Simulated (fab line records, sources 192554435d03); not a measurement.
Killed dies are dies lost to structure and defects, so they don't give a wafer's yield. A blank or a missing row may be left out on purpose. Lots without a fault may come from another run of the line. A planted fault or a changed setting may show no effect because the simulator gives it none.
A struck lot beside a sound one | flow n5_finfet | 38 steps out of a route of 1938
Sound: wafers L155.1, L155.3, L155.6. Struck: wafers L163.1, L163.4, L163.6. The cause comes at the end.
At each step with rows: each side's tool, then ch and its chambers, then its first start. Under that, the readings that differ: sound wafers | struck wafers | difference of the means | sigmas: that difference in standard deviations of wafers without a fault.
alike: readings whose means differ by less than 2 such deviations, and words and numbers that are the same on both sides. not compared: withheld readings, readings that some wafer has no value for, bounds like >300 that may hide the same value, and numbers for which the record gives no deviation and whose values overlap.
The two part at a step that has a row with sigmas, a row that says differs or no value, or rows on one side only. Numbers that don't overlap but have no deviation are shown without sigmas and don't part them. A reading that every wafer of one side lacks parts them only if that side has two wafers or more.

first, 10 steps without rows for these wafers: N5_BEOL_M1_STRIP_97 (strips in N2/H2, time 10 s); N5_BEOL_M1_HM_STRIP_39 (strips TiN in peroxide tin strip, target depth 25 nm, time 158 s); N5_BEOL_M1_SRD_40 (time 30 s); N5_BEOL_M1_PRECLEAN_42 (cleans in residue remover, time 60 s); N5_BEOL_M1_SRD_43 (time 30 s); N5_BEOL_M1_DEGAS_44 (time 60 s); N5_BEOL_M1_PRE_CLEAN_45 (time 30 s); N5_BEOL_M1_ALD_84 (deposits TaN, pulse time 2 s, purge time 3 s, co reactant purge time 2 s); N5_BEOL_M1_SURFACE_TREAT_85; N5_BEOL_M1_CVD_47 (deposits Co from CCTBA/H2, target thk 3 nm, time 223.8 s).
N5_BEOL_M1_SPUTTER_48: material Cu, target thk 4.5 nm, time 8.29 s.
  sound on pvd_sputter-01, day 8 12:13; struck on pvd_sputter-01, day 10 11:01
  alike: throttle_valve_pct
then, 25 steps without rows for these wafers: N5_BEOL_M1_ANNEAL_49 (time 240 s); N5_BEOL_M1_SPUTTER_79 (material Cu, target thk 4.5 nm, time 8.29 s); N5_BEOL_M1_ANNEAL_80 (time 240 s); N5_BEOL_M1_SPUTTER_81 (material Cu, target thk 4.5 nm, time 8.29 s); N5_BEOL_M1_ANNEAL_82 (time 240 s); N5_BEOL_M1_SPUTTER_86 (material Cu, target thk 4.5 nm, time 8.29 s); N5_BEOL_M1_ANNEAL_87 (time 240 s); N5_BEOL_M1_SPUTTER_88 (material Cu, target thk 4.5 nm, time 8.29 s); N5_BEOL_M1_ANNEAL_89 (time 240 s); N5_BEOL_M1_SPUTTER_90 (material Cu, target thk 4.5 nm, time 8.29 s); N5_BEOL_M1_ANNEAL_91 (time 240 s); N5_BEOL_M1_SPUTTER_92 (material Cu, target thk 4.5 nm, time 8.29 s); N5_BEOL_M1_ANNEAL_93 (time 240 s); N5_BEOL_M1_SPUTTER_94 (material Cu, target thk 4.5 nm, time 8.29 s); N5_BEOL_M1_ANNEAL_95 (time 240 s); N5_BEOL_M1_SPUTTER_96 (material Cu, target thk 4.5 nm, time 8.29 s); N5_BEOL_M1_ECD_50 (material Cu, target thk 300 nm); N5_BEOL_M1_ANNEAL_51 (time 90 s); N5_BEOL_M1_CMP_52 (polishes, stops on SiOC, t overpolish 6.8 s, target thk 40 nm); N5_BEOL_M1_PRE_CLEAN_60 (time 15 s); N5_BEOL_M1_CO_CAP_55 (material Co, precursor CCTBA/H2, target thk 2 nm, time 102.1 s); N5_BEOL_M1_PRE_CLEAN_56 (time 15 s); N5_BEOL_M1_DEP_57 (deposits SiCN from 3MS/NH3, target thk 8 nm, time 14 s); N5_BEOL_M2_ILD_DEP_00 (deposits SiOC from DEMS/O2, target thk 79 nm, time 15.3 s); N5_BEOL_M2_PECVD_72 (deposits SiO2 from TEOS/O2, target thk 16 nm, time 18 s).
N5_BEOL_M4_RC_MEAS_101:
  sound on prober-01 ch 0, day 10 12:01; struck on prober-01 ch 0, day 12 10:38
  reading             | sound                      | struck                     | difference | sigmas
  DIBL_N (mV/V)       | 35.2 37.4 37.4             | 103.3 84.5 104.3           | +60.7      | +38
  DIBL_P (mV/V)       | 32.7 36.5 37.6             | 78.1 61.2 68.1             | +33.5      | +16
  IOFF_N (nA/um)      | 0.12 0.15 0.16             | 22.87 10.39 23.05          | +18.63     | +99 or more
  IOFF_N_85C (nA/um)  | 2.5 2.9 3.1                | 200.8 103.5 205.0          | +166.9     | +99 or more
  IOFF_N_LIN (nA/um)  | 0.058 0.070 0.073          | 0.365 0.230 0.369          | +0.254     | +21
  IOFF_N_LONG (nA/um) | 5.57e-05 5.44e-05 5.48e-05 | 4.88e-05 4.72e-05 4.88e-05 | -6.70e-06  | -3
  IOFF_P (nA/um)      | 0.17 0.23 0.24             | 13.91 4.76 8.04            | +8.69      | +99 or more
  IOFF_P_85C (nA/um)  | 3.0 3.8 4.0                | 126.0 51.3 79.2            | +81.9      | +99 or more
  IOFF_P_LIN (nA/um)  | 0.087 0.108 0.114          | 0.393 0.216 0.276          | +0.192     | +15
  ION_N (uA/um)       | 651 669 682                | 592 583 593                | -78        | -6
  ION_P (uA/um)       | 461 462 472                | 401 399 398                | -66        | -9
  REXT_N (ohm.um)     | 73.7 73.9 74.5             | 81.5 81.6 80.6             | +7.2       | +6
  REXT_P (ohm.um)     | 103.5 102.2 100.7          | 109.4 108.6 108.5          | +6.7       | +3
  SS_N (mV/dec)       | 71.4 72.1 71.1             | 148.2 131.9 148.9          | +71.5      | +99 or more
  SS_P (mV/dec)       | 72.8 73.6 73.5             | 128.7 110.6 117.7          | +45.7      | +73
  alike: VT_N, VT_P
-- the record jumps here: 4 days lie between the struck wafers' starts before and after (it left off in module BEOL_M4 and takes up again in module PASSIVATION, whose first step shown is number 1936 of the route) --
N5_PASSIVATION_PROBE_49:
  sound on prober-01, day 14 23:33; struck on prober-01, day 16 19:32
  reading                | sound          | struck            | difference | sigmas
  killed_at_other        | 5 12 10        | 2 1 1             | -8         | -2
  sort_bin_4_leakage (%) | 0 0 0          | 88.90 92.46 91.02 | +90.79     |
  sort_n_pass            | 1084 1041 1029 | 0 0 0             | -1051      | -58
  sort_yield_pct (%)     | 91.9 88.2 87.2 | 0 0 0             | -89        | -59
  alike: defect_limited_yield, killed_at_M0_to_M3, killed_at_M4_up, killed_at_contacts, killed_at_front_end, killed_dies, killed_on_rim, killed_open, killed_short, sort_bin_5_function, sort_bin_6_memory

WHERE THEY PART
First at N5_BEOL_M4_RC_MEAS_101; last, within this record, at N5_PASSIVATION_PROBE_49.

WHY: what the simulator had put in
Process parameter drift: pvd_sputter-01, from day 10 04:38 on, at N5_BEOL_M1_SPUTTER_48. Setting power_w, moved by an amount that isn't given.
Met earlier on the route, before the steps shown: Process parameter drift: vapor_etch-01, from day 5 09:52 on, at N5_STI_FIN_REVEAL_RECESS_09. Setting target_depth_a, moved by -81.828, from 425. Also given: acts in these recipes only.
